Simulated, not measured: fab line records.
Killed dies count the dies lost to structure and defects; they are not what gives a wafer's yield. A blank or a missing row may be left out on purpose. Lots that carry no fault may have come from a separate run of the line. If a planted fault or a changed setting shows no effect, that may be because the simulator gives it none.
Matching of chambers | flow nand-harc | NHARC_A_ZERO_WELL_DESCUM_12 on rie-diel-02 has 4 sister chambers
The step chemistry O2, time 3 s. 4 wafers are shown with their chamber, then 8 later ones without.

## WAFERS WITH THEIR CHAMBER
wafer  | chamber | drypump-motor-current-A (A)
L650.4 | 1       | 5.78
L651.1 | 0       | 5.49
L651.2 | 3       | 5.83
L651.5 | 2       | 5.74

## WAFERS WITH NO CHAMBER GIVEN
wafer  | drypump-motor-current-A (A)
L652.2 | 5.77
L652.3 | 5.79
L652.5 | 5.74
L653.1 | 5.83
L653.5 | 5.81
L665.1 | 5.50
L665.3 | 5.76
L665.5 | 5.80

## THE CHAMBER EACH PASSED THROUGH
wafer  | from the rows above     | in truth
L652.2 | can't be placed: 1 or 2 | 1
L652.3 | 1                       | 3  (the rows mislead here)
L652.5 | 2                       | 2
L653.1 | 3                       | 3
L653.5 | can't be placed: 3 or 1 | 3
L665.1 | 0                       | 0
L665.3 | can't be placed: 2 or 1 | 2
L665.5 | can't be placed: 1 or 3 | 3
3 of 8 placed correctly. Can't be placed from these rows: 4 (the true chamber is among the candidates in 4). Placed wrongly: 1.
How it was worked out, from the rows above alone: a wafer's distance from a chamber is the root of the sum, over the readings, of the square of ((its reading less the chamber's mean) divided by the reading's scatter). If the next closest chamber is less than 2 further off than the closest, the wafer can't be placed; otherwise it belongs to the closest. A chamber's mean is the mean of its shown wafers. The scatter: with one shown wafer a chamber, the root of the mean of the squares of how far each hidden wafer lies from its nearest shown one.
